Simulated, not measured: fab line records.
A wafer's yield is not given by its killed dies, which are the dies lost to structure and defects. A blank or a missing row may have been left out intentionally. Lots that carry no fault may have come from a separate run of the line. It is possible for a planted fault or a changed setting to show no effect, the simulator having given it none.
Check of tool commonality + flow n5_finfet + Lots sampled 9, wafers sampled 27

## REASON FOR OPENING
On 2 of the 9 lots, a flag is raised at N5_BEOL_M6_OCD_MEAS_38 on the reading trench_depth_nm. No-fault wafers: 94.8 nm, standard deviation 1.5.
Rule: a lot gets a flag if all its wafers with a number sit over 4 standard deviations from that mean, or if no wafer of it has a number. The rest of the lots are taken to be sound.

| lot  | measured     | on     | trench_depth_nm (nm), wafer by wafer | flag    |
|------|--------------|--------|--------------------------------------|---------|
| L338 | day 8 10:59  | ocd-02 | 98.9 94.9 92.7                       |         |
| L345 | day 10 04:34 | ocd-01 | 94.9 95.1 95.3                       |         |
| L344 | day 10 06:44 | ocd-02 | 95.1 95.8 94.8                       |         |
| L350 | day 11 17:55 | ocd-01 | 95.0 93.7 94.6                       |         |
| L351 | day 12 02:16 | ocd-01 | 94.3 95.8 94.9                       |         |
| L354 | day 12 20:02 | ocd-02 | 105.8 104.5 105.0                    | FLAGGED |
| L356 | day 12 20:04 | ocd-01 | 94.6 94.3 93.3                       |         |
| L358 | day 13 13:08 | ocd-02 | 103.2 104.5 104.3                    | FLAGGED |
| L359 | day 13 18:19 | ocd-02 | 95.9 93.2 94.2                       |         |
On average the flagged lots' numbers are 104.5 nm, which is +9.8 nm against the usual, or +6 standard deviations.

## WHICH TOOL EACH LOT WENT THROUGH
3 process steps preceding the reading are held in the record, out of 1938 steps in the route. Cell contents, in order: the tool; ch with the chambers the sampled wafers went through; the start.
| lot  | flag    | N5_BEOL_M6_ETCH_66                 | N5_BEOL_M6_TRENCH_ETCH_37          | N5_BEOL_M6_STRIP_80                           |
|------|---------|------------------------------------|------------------------------------|-----------------------------------------------|
| L338 |         | rie_diel-05 ch 0,1,3, day 8 10:38  | rie_diel-05 ch 0,1,3, day 8 10:50  | rie_diel-05 ch 0,1,3, day 8 10:59 or earlier  |
| L345 |         | rie_diel-03 ch 2,3, day 10 04:13   | rie_diel-03 ch 2,3, day 10 04:24   | rie_diel-03 ch 2,3, day 10 04:34 or earlier   |
| L344 |         | rie_diel-03 ch 0,2, day 10 06:23   | rie_diel-03 ch 0,2, day 10 06:35   | rie_diel-03 ch 0,2, day 10 06:44 or earlier   |
| L350 |         | rie_diel-06 ch 0,2, day 11 17:34   | rie_diel-06 ch 0,2, day 11 17:46   | rie_diel-06 ch 0,2, day 11 17:55 or earlier   |
| L351 |         | rie_diel-03 ch 0,1, day 12 01:55   | rie_diel-03 ch 0,1, day 12 02:07   | rie_diel-03 ch 0,1, day 12 02:16 or earlier   |
| L354 | FLAGGED | rie_diel-03 ch 0,1,2, day 12 19:41 | rie_diel-03 ch 0,1,2, day 12 19:53 | rie_diel-03 ch 0,1,2, day 12 20:02 or earlier |
| L356 |         | rie_diel-05 ch 0,1,2, day 12 19:43 | rie_diel-05 ch 0,1,2, day 12 19:55 | rie_diel-05 ch 0,1,2, day 12 20:04 or earlier |
| L358 | FLAGGED | rie_diel-03 ch 0,1,2, day 13 12:47 | rie_diel-03 ch 0,1,2, day 13 12:59 | rie_diel-03 ch 0,1,2, day 13 13:08 or earlier |
| L359 |         | rie_diel-05 ch 0,1,2, day 13 17:58 | rie_diel-05 ch 0,1,2, day 13 18:10 | rie_diel-05 ch 0,1,2, day 13 18:19 or earlier |
These steps, and what they do:
- N5_BEOL_M6_ETCH_66: etches SOC in N2/H2, target depth 80 nm, overetch 16 nm, time 120 s.
- N5_BEOL_M6_TRENCH_ETCH_37: etches SiCOH lowk in C4F6/O2, target depth 94.435 nm, time 31.5 s.
- N5_BEOL_M6_STRIP_80: strips in N2/H2, time 10 s.
- N5_BEOL_M6_OCD_MEAS_38

## FLAGGED OVER TOTAL, TOOL BY TOOL (the gauges that took the reading come last)
| step                      | tool        | lots run | flagged | share of the flagged lots | sound lots run after its first flagged lot |
|---------------------------|-------------|----------|---------|---------------------------|--------------------------------------------|
| N5_BEOL_M6_ETCH_66        | rie_diel-03 | 5        | 2       | all                       | 0                                          |
| N5_BEOL_M6_ETCH_66        | rie_diel-05 | 3        | 0       | none                      | -                                          |
| N5_BEOL_M6_ETCH_66        | rie_diel-06 | 1        | 0       | none                      | -                                          |
| N5_BEOL_M6_TRENCH_ETCH_37 | rie_diel-03 | 5        | 2       | all                       | 0                                          |
| N5_BEOL_M6_TRENCH_ETCH_37 | rie_diel-05 | 3        | 0       | none                      | -                                          |
| N5_BEOL_M6_TRENCH_ETCH_37 | rie_diel-06 | 1        | 0       | none                      | -                                          |
| N5_BEOL_M6_STRIP_80       | rie_diel-03 | 5        | 2       | all                       | 0                                          |
| N5_BEOL_M6_STRIP_80       | rie_diel-05 | 3        | 0       | none                      | -                                          |
| N5_BEOL_M6_STRIP_80       | rie_diel-06 | 1        | 0       | none                      | -                                          |
| N5_BEOL_M6_OCD_MEAS_38    | ocd-01      | 4        | 0       | none                      | -                                          |
| N5_BEOL_M6_OCD_MEAS_38    | ocd-02      | 5        | 2       | all                       | 1 (L359)                                   |
Because N5_BEOL_M6_STRIP_80 lacks a start for some lots, the hours and order of its lots are taken from N5_BEOL_M6_OCD_MEAS_38.

## WHAT IS ALLOWED BY THE TABLE
4 rows of the table ran every flagged lot: rie_diel-03 at N5_BEOL_M6_ETCH_66, rie_diel-03 at N5_BEOL_M6_TRENCH_ETCH_37, rie_diel-03 at N5_BEOL_M6_STRIP_80, ocd-02 at N5_BEOL_M6_OCD_MEAS_38.
- rie_diel-03 at N5_BEOL_M6_ETCH_66 ran 5 lots, 2 of them flagged. It ran its last sound lot, L351, at day 12 01:55 and its first flagged lot, L354, at day 12 19:41: a fault with its onset between the two fits.
- rie_diel-03 at N5_BEOL_M6_TRENCH_ETCH_37 ran 5 lots, 2 of them flagged. It ran its last sound lot, L351, at day 12 02:07 and its first flagged lot, L354, at day 12 19:53: a fault with its onset between the two fits. Its own readings (rf_fwd_power_W, rf_vpp_V) fall more than 4 standard deviations out on all wafers of the flagged lots.
- rie_diel-03 at N5_BEOL_M6_STRIP_80 ran 5 lots, 2 of them flagged. It ran its last sound lot, L351, at day 12 02:16 and its first flagged lot, L354, at day 12 20:02: a fault with its onset between the two fits.
- ocd-02 at N5_BEOL_M6_OCD_MEAS_38 ran 5 lots, 2 of them flagged. Sound lots followed the first flagged one (L359) on it, something a lasting fault affecting the whole tool could not allow.
Left over: one tool, rie_diel-03 at N5_BEOL_M6_ETCH_66 and N5_BEOL_M6_TRENCH_ETCH_37 and N5_BEOL_M6_STRIP_80.

## WHAT HAD BEEN PUT IN BY THE SIMULATOR
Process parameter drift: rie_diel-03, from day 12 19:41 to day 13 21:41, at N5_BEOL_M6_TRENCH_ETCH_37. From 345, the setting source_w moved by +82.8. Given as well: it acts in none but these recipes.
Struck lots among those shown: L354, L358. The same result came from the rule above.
